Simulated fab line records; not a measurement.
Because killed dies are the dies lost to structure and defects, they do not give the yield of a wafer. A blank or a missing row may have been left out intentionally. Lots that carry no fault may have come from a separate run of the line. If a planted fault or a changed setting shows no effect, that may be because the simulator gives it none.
fab line records / flow n5Finfet
record lots=5 wafers=15 lastDay=13
route steps=1938 shown BEOL_M0@741 BEOL_M1@751 BEOL_M4@1111 PASSIVATION@1936
lots that met no fault: taken from a fault-free run of the same line
startH: hours from the record's opening day to when the first of the lot's shown wafers began / waitH: hours since the lot's step before / " same as the row above / L1.1+2: a row that stands for several wafers / - value missing, or start not given / * or withheld: withheld / < > ~ a bound
route shown NAME@n: NAME is a module with steps in the file, n the number in the route of the first one / usual: mean/standard deviation taken from wafers without a fault / same: alike in all rows / chamber/n: place in a boat / sites: readings site by site / _std_site: the standard deviation of these / _edge_site: mean of outer sites minus mean of inner sites / radiusMm: for every site, how far away it sits from the centre of the wafer / mask NAME#n: copy n / behind: the last tool/chamber to shape the wafer / hold: cause of the lot's hold/its duration in hours/its outcome / device: the transistor (n, p or np) that didn't switch / end of line: at the end of the route, the tests of the same wafers / step lacking rows: just its recipe / killed: dies that structure and defects cost at the first sort, which is not the same as the wafer's yield / map: per-die view of a wafer (x killed, . not killed, _ where there is no die)
set.NAME: the setting the step ran with; set.NAME@STEP: the setting that earlier step ran with / model.NAME: the simulator's own value behind a step, which no gauge read
lots at selected steps of the route; one table per step, one row per wafer
services: a tool's chamber out of use, with start hour (startH, from the record's first day; less than 0 if before it), hours out, and reason
## steps
# step N5_BEOL_M0_ECD_118
# recipe material=Cu targetThkA=3000
# step N5_BEOL_M0_ANNEAL_119
# recipe tempC=225 timeS=90 ambient=N2
# step N5_BEOL_M0_CMP_120
# recipe stopOn=SiOC tOverpolishS=6.9 downForcePsi=1 platenRpm=50 clearingPlatenDownForcePsi=1.5 clearingPlatenRpm=50 postCmpClean=cuAlkaline clearingPlatenPadVelocityMS=0.99484 padVelocityMS=0.99484
# step N5_BEOL_M0_PRE_CLEAN_131
# recipe gas=NH3/H2 timeS=15 tempC=* rfPowerW=300
# step N5_BEOL_M0_CO_CAP_123
# recipe material=Co targetThkA=20 tempC=200 precursor=CCTBA/H2 pressureTorr=30 timeS=102.1
# step N5_BEOL_M0_PRE_CLEAN_124
# recipe gas=NH3 timeS=15 tempC=withheld rfPowerW=300
# step N5_BEOL_M0_DEP_125
# recipe material=SiCN targetThkA=80 tempC=withheld precursor=3MS/NH3 pressureTorr=3 rfW=202 timeS=14
# step N5_BEOL_M1_ILD_DEP_00
# recipe material=SiOC targetThkA=790 tempC=350 precursor=DEMS/O2 pressureTorr=5 rfW=500 timeS=15.3
# step N5_BEOL_M1_PECVD_72
# recipe material=SiO2 targetThkA=160 tempC=400 precursor=TEOS/O2 pressureTorr=5.5 rfW=450 teosFlowSccm=53.8 gas=O2 flowSccm=3000 timeS=18
# usual heaterPowerW=714/68 showerheadPlenumPTorr=8.80/0.052 susceptorTempC=400.00/0.22 throttleValvePct=22.5/1.3
lot.wafer=L497.3 tool=pecvd-02 chamber=2 startH=157.12 waitH=0.0 heaterPowerW=619 showerheadPlenumPTorr=8.84 susceptorTempC=400.19 throttleValvePct=21.7 model.SiO2_of_BEOL_M1_PECVD_72.thkNm=15.8
lot.wafer=L497.4 tool=pecvd-02 chamber=2 startH=157.12 waitH=0.0 heaterPowerW=614 showerheadPlenumPTorr=8.81 susceptorTempC=400.04 throttleValvePct=21.9 model.SiO2_of_BEOL_M1_PECVD_72.thkNm=16.2
lot.wafer=L497.6 tool=pecvd-02 chamber=1 startH=157.12 waitH=0.0 heaterPowerW=787 showerheadPlenumPTorr=8.79 susceptorTempC=399.75 throttleValvePct=22.8 model.SiO2_of_BEOL_M1_PECVD_72.thkNm=16
lot.wafer=L499.2 tool=pecvd-02 chamber=1 startH=157.51 waitH=0.0 heaterPowerW=674 showerheadPlenumPTorr=8.79 susceptorTempC=394.55 throttleValvePct=23.0 model.SiO2_of_BEOL_M1_PECVD_72.thkNm=16.4
lot.wafer=L499.3 tool=pecvd-02 chamber=2 startH=157.51 waitH=0.0 heaterPowerW=660 showerheadPlenumPTorr=8.80 susceptorTempC=394.40 throttleValvePct=21.8 model.SiO2_of_BEOL_M1_PECVD_72.thkNm=16.6
lot.wafer=L499.6 tool=pecvd-02 chamber=0 startH=157.51 waitH=0.0 heaterPowerW=702 showerheadPlenumPTorr=8.82 susceptorTempC=394.89 throttleValvePct=23.8 model.SiO2_of_BEOL_M1_PECVD_72.thkNm=16.8
lot.wafer=L500.1 tool=pecvd-02 chamber=2 startH=164.51 waitH=0.0 heaterPowerW=616 showerheadPlenumPTorr=8.82 susceptorTempC=395.05 throttleValvePct=21.6 model.SiO2_of_BEOL_M1_PECVD_72.thkNm=16.2
lot.wafer=L500.2 tool=pecvd-02 chamber=0 startH=164.51 waitH=0.0 heaterPowerW=680 showerheadPlenumPTorr=8.77 susceptorTempC=394.78 throttleValvePct=24.0 model.SiO2_of_BEOL_M1_PECVD_72.thkNm=16.4
lot.wafer=L500.4 tool=pecvd-02 chamber=1 startH=164.51 waitH=0.0 heaterPowerW=731 showerheadPlenumPTorr=8.77 susceptorTempC=394.89 throttleValvePct=22.9 model.SiO2_of_BEOL_M1_PECVD_72.thkNm=16.6
lot.wafer=L502.1 tool=pecvd-03 chamber=2 startH=175.01 waitH=0.0 heaterPowerW=648 showerheadPlenumPTorr=8.78 susceptorTempC=400.06 throttleValvePct=20.8 model.SiO2_of_BEOL_M1_PECVD_72.thkNm=15.6
lot.wafer=L502.5 tool=pecvd-03 chamber=0 startH=175.01 waitH=0.0 heaterPowerW=696 showerheadPlenumPTorr=8.77 susceptorTempC=399.83 throttleValvePct=23.0 model.SiO2_of_BEOL_M1_PECVD_72.thkNm=16.4
lot.wafer=L502.6 tool=pecvd-03 chamber=2 startH=175.01 waitH=0.0 heaterPowerW=660 showerheadPlenumPTorr=8.76 susceptorTempC=400.17 throttleValvePct=20.8 model.SiO2_of_BEOL_M1_PECVD_72.thkNm=15.8
lot.wafer=L503.4 tool=pecvd-02 chamber=1 startH=177.14 waitH=0.1 heaterPowerW=745 showerheadPlenumPTorr=8.79 susceptorTempC=394.66 throttleValvePct=23.0 model.SiO2_of_BEOL_M1_PECVD_72.thkNm=16.6
lot.wafer=L503.5 tool=pecvd-02 chamber=0 startH=177.14 waitH=0.1 heaterPowerW=800 showerheadPlenumPTorr=8.79 susceptorTempC=394.93 throttleValvePct=24.2 model.SiO2_of_BEOL_M1_PECVD_72.thkNm=16.6
lot.wafer=L503.6 tool=pecvd-02 chamber=2 startH=177.14 waitH=0.1 heaterPowerW=652 showerheadPlenumPTorr=8.83 susceptorTempC=395.25 throttleValvePct=21.8 model.SiO2_of_BEOL_M1_PECVD_72.thkNm=16.6
# step N5_BEOL_M1_HM_DEP_02
# recipe material=TiN targetThkA=200 tempC=25 chamberPressurePa=0.49996
# step N5_BEOL_M1_COAT_61
# recipe resist=SOC tempC=250 timeS=60 spinRpm=1500 resistThkNm=60
# step N5_BEOL_M1_COAT_62
# recipe resist=SiARC tempC=220 timeS=60 spinRpm=1500 resistThkNm=12
# step N5_BEOL_M1_COAT_73
# recipe resist=underlayer tempC=205 timeS=60 spinRpm=1500 resistThkNm=5
# step N5_BEOL_M1_COAT_05
# recipe resist=CAR-EUV spinRpm=1500 resistThkNm=30
# step N5_BEOL_M1_EBR_07
# recipe solvent=PGMEA ebrWidthMm=1.5
# step N5_BEOL_M1_SOFTBAKE_06
# recipe tempC=110 timeS=60 resist=CAR-EUV
# step N5_BEOL_M1_EXPOSE_08
# recipe maskId=M1 na=0.33 sourceShape=dipole sigmaInner=0.369 sigmaOuter=0.767 polarization=unpolarized doseMj=33
# step N5_BEOL_M1_PEB_09
# recipe pebTempC=100 pebTimeS=60 resist=CAR-EUV
# step N5_BEOL_M1_DEVELOP_10
# recipe developTimeS=30 developer=TMAH resist=CAR-EUV rinseLiquid=surfactantRinse dry=airSpin devTempC=23
# step N5_BEOL_M1_DESCUM_16
# recipe chemistry=O2 timeS=7 sourcePowerW=50 biasPowerW=20 pressureMtorr=20 rfFrequencyHz=2.712e+07 tempC=40 resist=CAR-EUV o2FlowSccm=225
# step N5_BEOL_M1_ETCH_74
# recipe chemistry=N2/H2 target=underlayer targetDepthA=65 maskMaterial=CAR-EUV timeS=5.2 ionEnergyEv=200 pressureMtorr=30 sourceW=840 biasW=150 n2FlowSccm=200 h2FlowSccm=200 ends=cleared
# step N5_BEOL_M1_ETCH_63
# recipe chemistry=CF4 target=SiARC targetDepthA=156 maskMaterial=CAR-EUV timeS=26 ionEnergyEv=80 pressureMtorr=40 sourceW=545 biasW=36 Ar_flow_sccm=100 cf4FlowSccm=100 ends=cleared
# step N5_BEOL_M1_ETCH_64
# recipe chemistry=N2/H2 target=SOC targetDepthA=750 overetchA=150 maskMaterial=SiARC tempC=40 timeS=112.5 ionEnergyEv=200 pressureMtorr=30 sourceW=840 biasW=150 n2FlowSccm=200 h2FlowSccm=200
# step N5_BEOL_M1_STRIP_65
# recipe chemistry=N2/H2 tempC=40 n2FlowSccm=200 h2FlowSccm=200 rfFrequencyHz=6e+07
# step N5_BEOL_M1_STRIP_75
# recipe chemistry=N2/H2 tempC=40 n2FlowSccm=200 h2FlowSccm=200 rfFrequencyHz=6e+07
# step N5_BEOL_M1_STRIP_66
# recipe chemistry=CF4 resist=SiARC powerW=300 biasPowerW=75 pressureMtorr=50 cf4FlowSccm=150 rfFrequencyHz=6e+07
# step N5_BEOL_M1_HM_OPEN_17
# recipe chemistry=Cl2/BCl3 targetDepthA=200 overetchA=60 target=TiN maskMaterial=SOC ionEnergyEv=150 pressureMtorr=10 icpW=1000 biasW=126 Cl2_flow_sccm=53.25 bcl3FlowSccm=21.75 Ar_flow_sccm=25
# step N5_BEOL_M1_STRIP_19
# recipe chemistry=O2 powerW=400 tempC=40 pressureMtorr=30 rfFrequencyHz=6e+07 biasPowerW=0 overashFraction=0.2 o2FlowSccm=225
# step N5_BEOL_M1_COAT_67
# recipe resist=SOC tempC=250 timeS=60 spinRpm=1500 resistThkNm=60
# step N5_BEOL_M1_COAT_68
# recipe resist=SiARC tempC=220 timeS=60 spinRpm=1500 resistThkNm=12
# step N5_BEOL_M1_COAT_76
# recipe resist=underlayer tempC=205 timeS=60 spinRpm=1500 resistThkNm=5
# step N5_BEOL_M1_COAT_22
# recipe resist=CAR-EUV spinRpm=1500 resistThkNm=30
# step N5_BEOL_M1_EBR_24
# recipe solvent=PGMEA ebrWidthMm=1.5
# step N5_BEOL_M1_SOFTBAKE_23
# recipe tempC=110 timeS=60 resist=CAR-EUV
# step N5_BEOL_M1_HM_STRIP_39
# recipe chemistry=peroxideTinStrip material=TiN targetDepthA=250 tempC=50 timeS=158
lot.wafer=L497.3 tool=wetBench-03 chamber=6 startH=162.69 waitH=0.0 model.SiO2_of_BEOL_M1_PECVD_72.thkNm=15.6
lot.wafer=L497.4+6 tool=wetBench-03 chamber=1,0 startH=162.69 waitH=0.0 model.SiO2_of_BEOL_M1_PECVD_72.thkNm=16
lot.wafer=L499.2 tool=wetBench-04 chamber=2 startH=163.40 waitH=0.0 model.SiO2_of_BEOL_M1_PECVD_72.thkNm=16.2
lot.wafer=L499.3 tool=wetBench-04 chamber=1 startH=163.40 waitH=0.0 model.SiO2_of_BEOL_M1_PECVD_72.thkNm=16.4
lot.wafer=L499.6 tool=wetBench-04 chamber=7 startH=163.40 waitH=0.0 model.SiO2_of_BEOL_M1_PECVD_72.thkNm=16.6
lot.wafer=L500.1 tool=wetBench-02 chamber=1 startH=170.08 waitH=0.0 model.SiO2_of_BEOL_M1_PECVD_72.thkNm=16
lot.wafer=L500.2 tool=wetBench-02 chamber=6 startH=170.08 waitH=0.0 model.SiO2_of_BEOL_M1_PECVD_72.thkNm=16.2
lot.wafer=L500.4 tool=wetBench-02 chamber=5 startH=170.08 waitH=0.0 model.SiO2_of_BEOL_M1_PECVD_72.thkNm=16.4
lot.wafer=L502.1 tool=wetBench-04 chamber=2 startH=179.09 waitH=0.0 model.SiO2_of_BEOL_M1_PECVD_72.thkNm=15.4
lot.wafer=L502.5 tool=wetBench-04 chamber=0 startH=179.09 waitH=0.0 model.SiO2_of_BEOL_M1_PECVD_72.thkNm=16.2
lot.wafer=L502.6 tool=wetBench-04 chamber=1 startH=179.09 waitH=0.0 model.SiO2_of_BEOL_M1_PECVD_72.thkNm=15.6
lot.wafer=L503.4+6 tool=wetBench-04 chamber=2,4 startH=182.05 waitH=0.0 model.SiO2_of_BEOL_M1_PECVD_72.thkNm=16.4
lot.wafer=L503.5 tool=wetBench-04 chamber=0 startH=182.05 waitH=0.0 model.SiO2_of_BEOL_M1_PECVD_72.thkNm=16.6
# step N5_BEOL_M4_RC_MEAS_101
# usual DIBL_N=35.8/1.8 DIBL_P=35.6/2 IOFF_N=0.148/0.028 IOFF_P=0.20/0.034 ION_N=672/12 ION_P=462/8.5 SS_N=71.2/0.65 SS_P=73.1/0.67 VT_N=251/3.3 VT_P=-251/3.8
lot.wafer=L497.3 tool=prober-01 chamber=0 startH=199.54 waitH=0.3 DIBL_N[mV/V]=35.2 DIBL_P[mV/V]=36.5 IOFF_N[nA/um]=0.132 IOFF_P[nA/um]=0.17 ION_N[uA/um]=638 ION_P[uA/um]=442 SS_N[mV/dec]=71.7 SS_P[mV/dec]=72.6 VT_N[mV]=254 VT_P[mV]=-257
lot.wafer=L497.4 tool=prober-01 chamber=0 startH=199.54 waitH=0.3 DIBL_N[mV/V]=31.6 DIBL_P[mV/V]=32.8 IOFF_N[nA/um]=0.093 IOFF_P[nA/um]=0.13 ION_N[uA/um]=660 ION_P[uA/um]=455 SS_N[mV/dec]=70.1 SS_P[mV/dec]=71.9 VT_N[mV]=256 VT_P[mV]=-259
lot.wafer=L497.6 tool=prober-01 chamber=0 startH=199.54 waitH=0.3 DIBL_N[mV/V]=34.8 DIBL_P[mV/V]=36.1 IOFF_N[nA/um]=0.130 IOFF_P[nA/um]=0.17 ION_N[uA/um]=670 ION_P[uA/um]=458 SS_N[mV/dec]=70.1 SS_P[mV/dec]=72.0 VT_N[mV]=254 VT_P[mV]=-256
lot.wafer=L500.1 tool=prober-01 chamber=0 startH=202.10 waitH=0.0 DIBL_N[mV/V]=39.4 DIBL_P[mV/V]=37.9 IOFF_N[nA/um]=0.207 IOFF_P[nA/um]=0.27 ION_N[uA/um]=693 ION_P[uA/um]=484 SS_N[mV/dec]=71.9 SS_P[mV/dec]=74.3 VT_N[mV]=244 VT_P[mV]=-243
lot.wafer=L500.2 tool=prober-01 chamber=0 startH=202.10 waitH=0.0 DIBL_N[mV/V]=36.9 DIBL_P[mV/V]=35.3 IOFF_N[nA/um]=0.155 IOFF_P[nA/um]=0.22 ION_N[uA/um]=672 ION_P[uA/um]=468 SS_N[mV/dec]=71.6 SS_P[mV/dec]=73.5 VT_N[mV]=251 VT_P[mV]=-246
lot.wafer=L500.4 tool=prober-01 chamber=0 startH=202.10 waitH=0.0 DIBL_N[mV/V]=36.8 DIBL_P[mV/V]=36.0 IOFF_N[nA/um]=0.171 IOFF_P[nA/um]=0.24 ION_N[uA/um]=689 ION_P[uA/um]=481 SS_N[mV/dec]=71.8 SS_P[mV/dec]=72.6 VT_N[mV]=246 VT_P[mV]=-244
lot.wafer=L499.2 tool=prober-02 chamber=0 startH=203.90 waitH=0.2 DIBL_N[mV/V]=34.6 DIBL_P[mV/V]=33.3 IOFF_N[nA/um]=0.128 IOFF_P[nA/um]=0.19 ION_N[uA/um]=672 ION_P[uA/um]=465 SS_N[mV/dec]=70.6 SS_P[mV/dec]=71.7 VT_N[mV]=251 VT_P[mV]=-252
lot.wafer=L499.3 tool=prober-02 chamber=0 startH=203.90 waitH=0.2 DIBL_N[mV/V]=33.7 DIBL_P[mV/V]=33.0 IOFF_N[nA/um]=0.118 IOFF_P[nA/um]=0.17 ION_N[uA/um]=659 ION_P[uA/um]=458 SS_N[mV/dec]=70.4 SS_P[mV/dec]=72.7 VT_N[mV]=253 VT_P[mV]=-253
lot.wafer=L499.6 tool=prober-02 chamber=0 startH=203.90 waitH=0.2 DIBL_N[mV/V]=33.9 DIBL_P[mV/V]=33.1 IOFF_N[nA/um]=0.118 IOFF_P[nA/um]=0.17 ION_N[uA/um]=670 ION_P[uA/um]=466 SS_N[mV/dec]=70.5 SS_P[mV/dec]=72.6 VT_N[mV]=252 VT_P[mV]=-251
lot.wafer=L502.1 tool=prober-02 chamber=0 startH=218.10 waitH=0.0 DIBL_N[mV/V]=36.0 DIBL_P[mV/V]=35.9 IOFF_N[nA/um]=0.134 IOFF_P[nA/um]=0.21 ION_N[uA/um]=676 ION_P[uA/um]=468 SS_N[mV/dec]=71.1 SS_P[mV/dec]=72.8 VT_N[mV]=253 VT_P[mV]=-247
lot.wafer=L502.5 tool=prober-02 chamber=0 startH=218.10 waitH=0.0 DIBL_N[mV/V]=36.2 DIBL_P[mV/V]=35.7 IOFF_N[nA/um]=0.143 IOFF_P[nA/um]=0.20 ION_N[uA/um]=680 ION_P[uA/um]=466 SS_N[mV/dec]=70.4 SS_P[mV/dec]=73.2 VT_N[mV]=251 VT_P[mV]=-247
lot.wafer=L502.6 tool=prober-02 chamber=0 startH=218.10 waitH=0.0 DIBL_N[mV/V]=35.4 DIBL_P[mV/V]=35.4 IOFF_N[nA/um]=0.123 IOFF_P[nA/um]=0.20 ION_N[uA/um]=659 ION_P[uA/um]=465 SS_N[mV/dec]=71.1 SS_P[mV/dec]=73.1 VT_N[mV]=253 VT_P[mV]=-251
lot.wafer=L503.4 tool=prober-01 chamber=0 startH=221.97 waitH=0.5 DIBL_N[mV/V]=35.9 DIBL_P[mV/V]=36.5 IOFF_N[nA/um]=0.144 IOFF_P[nA/um]=0.20 ION_N[uA/um]=674 ION_P[uA/um]=469 SS_N[mV/dec]=71.4 SS_P[mV/dec]=73.4 VT_N[mV]=252 VT_P[mV]=-253
lot.wafer=L503.5 tool=prober-01 chamber=0 startH=221.97 waitH=0.5 DIBL_N[mV/V]=35.4 DIBL_P[mV/V]=35.2 IOFF_N[nA/um]=0.135 IOFF_P[nA/um]=0.18 ION_N[uA/um]=678 ION_P[uA/um]=466 SS_N[mV/dec]=69.6 SS_P[mV/dec]=72.9 VT_N[mV]=253 VT_P[mV]=-253
lot.wafer=L503.6 tool=prober-01 chamber=0 startH=221.97 waitH=0.5 DIBL_N[mV/V]=35.8 DIBL_P[mV/V]=34.9 IOFF_N[nA/um]=0.143 IOFF_P[nA/um]=0.18 ION_N[uA/um]=665 ION_P[uA/um]=454 SS_N[mV/dec]=70.8 SS_P[mV/dec]=73.1 VT_N[mV]=253 VT_P[mV]=-253
# step N5_PASSIVATION_PROBE_49
# usual defectLimitedYield=91.3/1.5 killed_at_M0_to_M3=34/11 killed_at_M4_up=14/6.1 killedAtContacts=12/5.9 killedAtFrontEnd=39/11 killedAtOther=4/3.3 killedDies=102/18 killedOpen=67/13 killedShort=33/7.9 sort_bin_5_function=5.1/1 sort_bin_6_memory=3.3/0.7 sort_bin_8_speed=0.1/0.69 sortNPass=1077/19 sortYieldPct=91.3/1.6
# same grossDies=1180 killedAtBackSide=0 sort_bin_4_leakage[%]=0
lot.wafer=L499.2 tool=prober-02 chamber=- startH=299.35 waitH=0.1 defectLimitedYield[%]=91.8 killed_at_M0_to_M3=35 killed_at_M4_up=10 killedAtContacts=11 killedAtFrontEnd=34 killedAtOther=7 killedDies=97 killedOpen=66 killedShort=31 sort_bin_5_function[%]=5.2 sort_bin_6_memory[%]=2.7 sort_bin_8_speed[%]=0 sortNPass=1083 sortYieldPct[%]=91.8
lot.wafer=L499.3 tool=prober-02 chamber=- startH=299.40 waitH=0.1 defectLimitedYield[%]=89.7 killed_at_M0_to_M3=47 killed_at_M4_up=15 killedAtContacts=7 killedAtFrontEnd=53 killedAtOther=0 killedDies=122 killedOpen=68 killedShort=52 sort_bin_5_function[%]=5.2 sort_bin_6_memory[%]=4.7 sort_bin_8_speed[%]=0 sortNPass=1058 sortYieldPct[%]=89.7
lot.wafer=L499.6 tool=prober-02 chamber=- startH=299.55 waitH=0.3 defectLimitedYield[%]=89.3 killed_at_M0_to_M3=54 killed_at_M4_up=9 killedAtContacts=17 killedAtFrontEnd=43 killedAtOther=3 killedDies=126 killedOpen=82 killedShort=43 sort_bin_5_function[%]=6.2 sort_bin_6_memory[%]=4.2 sort_bin_8_speed[%]=0 sortNPass=1054 sortYieldPct[%]=89.3
lot.wafer=L503.4 tool=prober-02 chamber=- startH=320.20 waitH=0.2 defectLimitedYield[%]=91.5 killed_at_M0_to_M3=29 killed_at_M4_up=11 killedAtContacts=13 killedAtFrontEnd=40 killedAtOther=7 killedDies=100 killedOpen=56 killedShort=39 sort_bin_5_function[%]=5.1 sort_bin_6_memory[%]=3.1 sort_bin_8_speed[%]=0 sortNPass=1080 sortYieldPct[%]=91.5
lot.wafer=L503.5 tool=prober-02 chamber=- startH=320.25 waitH=0.2 defectLimitedYield[%]=90.9 killed_at_M0_to_M3=31 killed_at_M4_up=20 killedAtContacts=14 killedAtFrontEnd=38 killedAtOther=4 killedDies=107 killedOpen=71 killedShort=35 sort_bin_5_function[%]=5.4 sort_bin_6_memory[%]=3.1 sort_bin_8_speed[%]=0 sortNPass=1073 sortYieldPct[%]=90.9
lot.wafer=L503.6 tool=prober-02 chamber=- startH=320.30 waitH=0.3 defectLimitedYield[%]=91.6 killed_at_M0_to_M3=26 killed_at_M4_up=12 killedAtContacts=11 killedAtFrontEnd=46 killedAtOther=4 killedDies=99 killedOpen=60 killedShort=31 sort_bin_5_function[%]=5.2 sort_bin_6_memory[%]=3.0 sort_bin_8_speed[%]=0 sortNPass=1081 sortYieldPct[%]=91.6
# killed by level:class
L499.2 BEOL_M2:geometricParticle:open=16 BEOL_M3:geometricParticle:open=10 GATE_CUT:geometricParticle:short=9 MOL_CONTACT_COAG:geometricParticle:open=7 GATE_CUT:geometricParticle:open=6 FIN_SAQP:geometricParticle:open=4 MOL_CONTACT_COAG:geometricParticle:short=4 DUMMY_GATE:geometricParticle:open=3
L499.3 FIN_SAQP:geometricParticle:short=16 BEOL_M3:geometricParticle:open=12 GATE_CUT:geometricParticle:open=8 FIN_SAQP:geometricParticle:open=7 GATE_CUT:geometricParticle:short=7 BEOL_M0_SAQP:geometricParticle:short=6 BEOL_M2:geometricParticle:open=6 STARTING-WAFER:geometricParticle:short=6
L499.6 BEOL_M2:geometricParticle:open=20 MOL_CONTACT_COAG:geometricParticle:open=13 FIN_SAQP:geometricParticle:short=10 FIN_SAQP:geometricParticle:open=8 BEOL_M0:geometricParticle:open=8 BEOL_M3:geometricParticle:open=8 GATE_CUT:geometricParticle:short=6 BEOL_M2:geometricParticle:short=5
L503.4 MOL_CONTACT_COAG:geometricParticle:open=10 STI_FIN_REVEAL:geometricParticle:open=10 BEOL_M0_SAQP:geometricParticle:open=8 DUMMY_GATE:geometricParticle:short=7 BEOL_M0_SAQP:geometricParticle:short=6 DUMMY_GATE:geometricParticle:open=5 BEOL_M1:geometricParticle:open=5 BEOL_M1:geometricParticle:short=4
L503.5 MOL_CONTACT_COAG:geometricParticle:open=11 BEOL_M4:geometricParticle:open=11 DUMMY_GATE:geometricParticle:open=10 BEOL_M0_SAQP:geometricParticle:short=10 GATE_CUT:geometricParticle:short=6 GATE_CUT:geometricParticle:open=5 BEOL_M0_SAQP:geometricParticle:open=5 BEOL_M0:geometricParticle:open=5
L503.6 STI_FIN_REVEAL:geometricParticle:open=9 FIN_SAQP:geometricParticle:short=8 MOL_CONTACT_COAG:geometricParticle:open=8 GATE_CUT:geometricParticle:short=6 BEOL_M0_SAQP:geometricParticle:open=6 BEOL_M0_SAQP:geometricParticle:short=6 BEOL_M1:geometricParticle:open=6 BEOL_M4:geometricParticle:open=5
## services
tool=pecvd-03 chamber=2 startH=172.20 hours=2.1 kind=scheduledDown
## key
firstSign step=N5_BEOL_M1_PECVD_72 reading=susceptorTempC direction=down sigmas=24 usual=* struck=*
effect none on later readings
modelEffect step=N5_BEOL_M1_PECVD_72 value=SiO2_of_BEOL_M1_PECVD_72.thkNm without=15.96 struck=16.53
modelEffect step=N5_BEOL_M1_HM_STRIP_39 value=SiO2_of_BEOL_M1_PECVD_72.thkNm without=15.82 struck=16.36
metAt N5_BEOL_M1_PECVD_72
struckWafers L499.2,L499.3,L499.6,L500.1,L500.2,L500.4,L503.4,L503.5,L503.6
onsetBetween 157.12 157.51
fault kind=processParameterDrift tool=pecvd-02 chamber=- onsetH=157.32 steps=N5_BEOL_M1_PECVD_72 channel=tempC offset=* shape=step endH=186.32 actsIn=* stated=*
